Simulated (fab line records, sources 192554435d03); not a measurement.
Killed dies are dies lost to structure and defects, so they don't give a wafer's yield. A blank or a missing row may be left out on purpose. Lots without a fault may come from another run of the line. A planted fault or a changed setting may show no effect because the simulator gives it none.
fab line records | flow n5_finfet
record lots=9 wafers=27 last_day=17
route steps=1938 shown BEOL_M1@817 BEOL_M2@842 BEOL_M4@1111
lots that met no fault: from a run of the same line without faults
start_h: hours from the record's first day to the start of the lot's first wafer shown | wait_h: hours since the lot's step before | " the same as in the row above | L1.1+2: a row that stands for several wafers | - no value, or no start given | * or withheld: withheld | < > ~ a bound
route shown NAME@n: a module of which the file shows steps, and the number in the route of the first | usual: mean/standard deviation of fault-free wafers | same: alike in all rows | chamber/n: place in a boat | sites: the reading at each site | _std_site: their standard deviation | _edge_site: outer sites' mean less inner sites' | radius_mm: how far each site lies from the wafer's centre | mask NAME#n: copy n | behind: the tool/chamber that last shaped the wafer | hold: why the lot was held/for how many hours/how that ended | device: the transistor (n, p or np) that didn't switch | end of line: the same wafers' tests at the end of the route | a step without rows: its recipe alone | killed: dies lost to structure and defects at the first sort, not the wafer's yield | map: a wafer's dies, x killed, . not, _ none there
set.NAME: the setting as run; set.NAME@STEP: as run at that earlier step | model.NAME: the simulator's own value behind a step, which no gauge read
steps of the route over a sample of lots; a table a step, a row a wafer
services: from which hour (start_h, from the record's first day; less than 0 if before it) a tool's chamber was out of use, for how many hours, and why
## steps
# step N5_BEOL_M1_ANNEAL_80
# recipe temp_c=400 time_s=240 ambient=vacuum
# usual heater_power_w=861/53 susceptor_temp_C_max=400.9/0.36
# columns lot.wafer tool chamber start_h wait_h heater_power_w susceptor_temp_C_max
L739.1 pvd_sputter-02 - 134.87 0.0 885 400.7
L739.3 " - " " 905 401.2
L739.4 " - " " 941 400.8
L742.1 pvd_sputter-01 - 147.74 0.0 823 401.3
L742.5 " - " " 798 401.5
L742.6 " - " " 838 400.8
L746.3 pvd_sputter-01 - 171.39 0.0 874 401.0
L746.4 " - " " 841 400.3
L746.6 " - " " 799 400.8
L748.2 pvd_sputter-02 - 189.21 0.0 886 401.1
L748.5 " - " " 857 401.2
L748.6 " - " " 865 400.8
L754.1 pvd_sputter-03 - 226.09 0.0 828 401.4
L754.4 " - " " 978 401.1
L754.6 " - " " 812 400.7
L756.4 pvd_sputter-01 - 234.84 0.0 797 400.9
L756.5 " - " " 910 401.5
L756.6 " - " " 857 400.6
L758.1 pvd_sputter-02 - 248.86 0.0 933 400.9
L758.4 " - " " 854 400.9
L758.6 " - " " 870 400.9
L759.1 pvd_sputter-01 - 262.49 0.0 814 400.7
L759.3 " - " " 842 400.8
L759.4 " - " " 814 401.1
L761.3 pvd_sputter-03 - 278.03 0.0 819 400.9
L761.4 " - " " 861 400.6
L761.6 " - " " 880 401.3
# step N5_BEOL_M1_SPUTTER_96
# recipe material=Cu target_thk_a=45 temp_c=-20 chamber_pressure_pa=0.07 power_w=withheld time_s=8.29
# usual throttle_valve_pct=30.7/1.1
# columns lot.wafer tool chamber start_h wait_h throttle_valve_pct
L739.1 pvd_sputter-02 - 136.33 0.1 30.9
L739.3 " - " " 30.4
L739.4 " - " " 29.5
L742.1 pvd_sputter-01 - 149.20 0.1 31.4
L742.5 " - " " 31.4
L742.6 " - " " 32.9
L746.3 pvd_sputter-01 - 172.85 0.1 30.0
L746.4 " - " " 32.7
L746.6 " - " " 30.3
L748.2 pvd_sputter-02 - 190.67 0.1 31.0
L748.5 " - " " 30.5
L748.6 " - " " 30.8
L754.1 pvd_sputter-03 - 227.55 0.1 28.7
L754.4 " - " " 28.9
L754.6 " - " " 31.2
L756.4 pvd_sputter-01 - 236.30 0.1 30.5
L756.5 " - " " 30.0
L756.6 " - " " 33.2
L758.1 pvd_sputter-02 - 250.32 0.1 29.6
L758.4 " - " " 30.4
L758.6 " - " " 30.1
L759.1 pvd_sputter-01 - 263.95 0.1 30.1
L759.3 " - " " 32.9
L759.4 " - " " 31.5
L761.3 pvd_sputter-03 - 279.49 0.1 28.6
L761.4 " - " " 30.6
L761.6 " - " " 30.3
# step N5_BEOL_M2_THK_MEAS_01
# recipe reads=SiOC_of_BEOL_M2_ILD_DEP_00
# usual M2_ILD_THK=78.8/1.1
# columns lot.wafer tool chamber start_h wait_h M2_ILD_THK[nm]
L739.1 film_metro-01 - 137.68 0.0 78.9
L739.3 " - " " 80.5
L739.4 " - " " 80.0
L742.1 film_metro-01 - 150.40 0.1 78.8
L742.5 " - " " 80.4
L742.6 " - " " 80.2
L746.3 film_metro-02 - 174.08 0.1 78.0
L746.4 " - " " 79.7
L746.6 " - " " 79.2
L748.2 film_metro-02 - 191.87 0.1 80.1
L748.5 " - " " 80.5
L748.6 " - " " 80.7
L754.1 film_metro-02 - 228.90 0.0 76.2
L754.4 " - " " 79.2
L754.6 " - " " 79.1
L756.4 film_metro-02 - 237.48 0.0 80.0
L756.5 " - " " 79.2
L756.6 " - " " 79.1
L758.1 film_metro-01 - 251.67 0.0 78.0
L758.4 " - " " 79.6
L758.6 " - " " 78.1
L759.1 film_metro-01 - 265.16 0.0 78.0
L759.3 " - " " 76.9
L759.4 " - " " 77.4
L761.3 film_metro-01 - 280.97 0.1 80.2
L761.4 " - " " 80.1
L761.6 " - " " 81.0
# step N5_BEOL_M2_COAT_62
# recipe resist=SiARC temp_c=220 time_s=60 spin_rpm=1500 resist_thk_nm=12
# usual spin_speed_rpm=1500.2/0.95
# columns lot.wafer tool chamber start_h wait_h spin_speed_rpm
L739.1 litho_track-03 0 139.21 - 1499.7
L739.3 " 0 " " 1499.2
L739.4 " 0 " " 1500.5
L742.1 litho_track-03 0 151.55 - 1499.9
L742.5 " 0 " " 1498.8
L742.6 " 0 " " 1500.4
L746.3 litho_track-05 0 175.87 - 1500.6
L746.4 " 0 " " 1501.7
L746.6 " 0 " " 1501.0
L748.2 litho_track-05 0 192.21 - 1501.8
L748.5 " 0 " " 1502.2
L748.6 " 0 " " 1499.7
L754.1 litho_track-03 0 229.32 - 2218.4
L754.4 " 0 " " 2219.1
L754.6 " 0 " " 2219.4
L756.4 litho_track-03 0 238.47 - 2219.9
L756.5 " 0 " " 2218.8
L756.6 " 0 " " 2217.8
L758.1 litho_track-03 0 252.31 - 2220.1
L758.4 " 0 " " 2219.2
L758.6 " 0 " " 2220.2
L759.1 litho_track-01 0 265.87 - 1499.0
L759.3 " 0 " " 1498.0
L759.4 " 0 " " 1500.3
L761.3 litho_track-01 0 282.52 - 1501.2
L761.4 " 0 " " 1501.2
L761.6 " 0 " " 1499.7
# step N5_BEOL_M2_ETCH_63
# recipe chemistry=CF4 target=SiARC target_depth_a=156 mask_material=CAR-EUV time_s=26 ion_energy_ev=80 pressure_mtorr=40 source_w=545 bias_w=36 Ar_flow_sccm=100 cf4_flow_sccm=100 ends=cleared
# usual drypump_motor_current_A=5.7/0.53 etch_rf_on_time_s=25.6/0.73 oes_product_au=0.67/0.071 rf_vpp_V=183.8/1.2 showerhead_plenum_p_Torr=2.11/0.073 throttle_valve_pct=15.68/0.21
# columns lot.wafer tool chamber start_h wait_h drypump_motor_current_A etch_rf_on_time_s oes_product_au rf_hours_counter_h rf_vpp_V showerhead_plenum_p_Torr throttle_valve_pct
L739.1 rie_diel-06 3 139.65 0.0 5.1 25.5 0.83 3 183.9 2.10 15.34
L739.3 " 1 " " 5.6 25.9 0.64 173 181.5 1.97 15.81
L739.4 " 1 " " 5.6 26.1 0.63 - 183.2 1.97 15.78
L742.1 rie_diel-05 0 152.10 0.0 5.7 26.3 0.63 172 184.8 2.12 15.87
L742.5 " 2 " " 6.5 25.8 0.69 - 183.8 2.14 15.50
L742.6 " 1 " " 6.1 24.7 0.64 - 182.0 2.03 15.92
L746.3 rie_diel-04 3 176.31 0.0 4.9 25.5 0.63 160 183.0 2.05 15.82
L746.4 " 1 " " 5.8 26.0 0.74 - 184.5 2.18 15.77
L746.6 " 2 " " 4.8 27.4 0.60 - 186.2 2.21 15.73
L748.2 rie_diel-06 3 192.65 0.0 5.1 25.3 0.78 18 184.1 2.10 15.36
L748.5 " 1 " " 5.6 25.7 0.62 - 180.3 1.97 15.83
L748.6 " 2 " " 5.6 24.8 0.79 - 185.0 2.18 15.34
L754.1 rie_diel-05 0 229.92 0.0 5.7 21.7 0.62 200 184.3 2.11 15.93
L754.4 " 3 " " 5.4 20.1 0.66 185 184.4 2.12 15.63
L754.6 " 0 " " 5.7 21.8 0.62 - 184.0 2.11 15.93
L756.4 rie_diel-04 1 238.91 0.0 5.8 21.0 0.73 68 184.4 2.18 15.82
L756.5 " 3 " " 4.9 21.1 0.61 - 183.7 2.05 15.89
L756.6 " 0 " " 6.0 21.1 0.63 - 183.7 2.23 15.77
L758.1 rie_diel-04 1 252.75 0.0 5.8 21.1 0.72 73 183.6 2.17 15.85
L758.4 " 0 " " 6.0 21.2 0.63 160 185.1 2.23 15.80
L758.6 " 3 " " 4.9 21.0 0.61 - 183.5 2.05 15.89
L759.1 rie_diel-06 2 266.31 0.0 5.6 25.0 0.75 49 184.9 2.17 15.39
L759.3 " 3 " " 5.1 25.4 0.73 42 183.6 2.09 15.40
L759.4 " 1 " " 5.6 25.9 0.61 214 182.1 1.96 15.88
L761.3 rie_diel-05 0 282.99 0.0 5.7 26.3 0.61 221 184.1 2.10 15.96
L761.4 " 3 " " 5.4 24.8 0.64 205 183.6 2.11 15.66
L761.6 " 3 " " 5.4 24.8 0.63 - 183.5 2.11 15.67
# step N5_BEOL_M4_RC_MEAS_101
# usual DIBL_N=35.9/1.9 DIBL_P=35.8/2.4 IOFF_N=0.15/0.031 IOFF_P=0.21/0.037 ION_N=672/13 ION_P=462/8.3 SS_N=71.5/0.72 SS_P=73.2/0.67 VT_N=250/3.4 VT_P=-250/3.4
# columns lot.wafer tool chamber start_h wait_h DIBL_N[mV/V] DIBL_P[mV/V] IOFF_N[nA/um] IOFF_P[nA/um] ION_N[uA/um] ION_P[uA/um] SS_N[mV/dec] SS_P[mV/dec] VT_N[mV] VT_P[mV]
L739.1 prober-01 0 176.60 0.0 36.6 36.7 0.16 0.23 671 469 71.6 73.5 250 -248
L739.3 " 0 " " 34.4 35.1 0.12 0.21 640 456 70.6 73.6 257 -249
L739.4 " 0 " " 35.2 36.2 0.14 0.23 667 472 70.9 73.5 253 -249
L742.1 prober-01 0 204.98 0.0 37.3 37.0 0.16 0.24 672 469 71.5 73.0 253 -246
L742.5 " 0 " " 36.3 33.6 0.15 0.19 658 450 72.1 73.0 252 -252
L742.6 " 0 " " 36.6 35.0 0.14 0.21 661 461 72.0 73.7 251 -251
L746.3 prober-02 0 205.56 0.3 36.2 38.6 0.18 0.23 695 470 72.5 73.3 245 -250
L746.4 " 0 " " 39.5 41.0 0.23 0.26 689 451 73.2 75.1 245 -253
L746.6 " 0 " " 36.9 38.6 0.18 0.21 679 456 72.7 74.0 248 -254
L748.2 prober-01 0 225.77 0.2 35.1 35.3 0.13 0.17 665 456 70.7 72.8 253 -254
L748.5 " 0 " " 33.3 33.8 0.11 0.15 658 457 70.6 73.1 255 -257
L748.6 " 0 " " 36.9 37.2 0.16 0.20 675 459 72.0 73.7 251 -251
L754.1 prober-01 0 264.32 0.0 35.3 36.0 0.14 0.21 675 473 70.9 73.6 251 -248
L754.4 " 0 " " 35.6 35.1 0.14 0.19 669 460 70.4 73.2 252 -250
L754.6 " 0 " " 34.8 35.6 0.13 0.20 666 461 71.4 72.9 254 -251
L756.4 prober-01 0 287.27 0.5 35.1 33.9 0.13 0.17 674 463 71.7 72.8 254 -256
L756.5 " 0 " " 38.3 38.0 0.18 0.23 693 480 71.4 73.7 250 -249
L756.6 " 0 " " 37.1 36.6 0.16 0.20 674 455 72.0 73.1 251 -253
L758.1 prober-01 0 295.81 0.0 37.3 37.4 0.19 0.26 682 470 71.5 73.0 244 -246
L758.4 " 0 " " 35.4 36.2 0.16 0.23 676 472 70.8 73.6 247 -248
L758.6 " 0 " " 35.8 35.8 0.17 0.23 688 471 70.9 72.9 247 -248
L759.1 prober-02 0 310.27 0.0 36.2 39.0 0.16 0.23 667 459 71.7 73.3 252 -248
L759.3 " 0 " " 37.0 39.4 0.16 0.22 662 451 71.6 73.5 249 -250
L759.4 " 0 " " 35.5 37.0 0.14 0.19 672 461 71.8 73.1 252 -250
L761.3 prober-02 0 313.89 0.3 34.6 33.6 0.13 0.20 674 473 70.6 72.7 250 -251
L761.4 " 0 " " 36.8 35.7 0.17 0.23 690 475 71.4 73.0 249 -247
L761.6 " 0 " " 36.9 35.7 0.16 0.23 682 473 71.3 72.5 253 -247
## services
# columns tool chamber start_h hours kind
rie_diel-06 3 112.52 - clean
rie_diel-06 3 112.52 - consumable_replace:focus_ring
rie_diel-06 3 112.52 19.5 scheduled_down
rie_diel-06 3 112.52 19.5 vent_cycle
pvd_sputter-03 - 113.99 0.9 repair
pvd_sputter-01 - 129.15 1.9 repair
rie_diel-05 - 130.49 0.3 repair
rie_diel-04 0 167.03 32.6 repair
rie_diel-04 3 191.39 5.6 repair
rie_diel-06 0 204.57 - clean
rie_diel-06 0 204.57 - consumable_replace:focus_ring
rie_diel-06 0 204.57 14.5 scheduled_down
rie_diel-06 0 204.57 14.5 vent_cycle
rie_diel-05 - 219.24 0.6 repair
rie_diel-06 - 226.50 4.3 pm
pvd_sputter-02 - 238.19 1.5 repair
litho_track-01 - 238.30 - consumable_replace:filter
rie_diel-06 2 244.62 10.0 repair
rie_diel-05 1 249.20 16.5 repair
rie_diel-04 3 277.18 5.2 repair
## key
first_sign step=N5_BEOL_M2_COAT_62 reading=spin_speed_rpm direction=up sigmas=99+ usual=* struck=*
effect step=N5_BEOL_M2_ETCH_63 reading=etch_rf_on_time_s direction=down sigmas=6.2 usual=* struck=*
met_at N5_BEOL_M2_COAT_62
struck_lots L754,L756,L758
not_acting_at N5_BEOL_M1_ANNEAL_80,N5_BEOL_M1_SPUTTER_96,N5_BEOL_M2_THK_MEAS_01
onset_between 151.55 229.32
fault kind=process_parameter_drift tool=litho_track-03 chamber=- onset_h=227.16 steps=N5_BEOL_M2_COAT_62 channel=spin_rpm offset=* shape=step end_h=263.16 acts_in=* stated=*
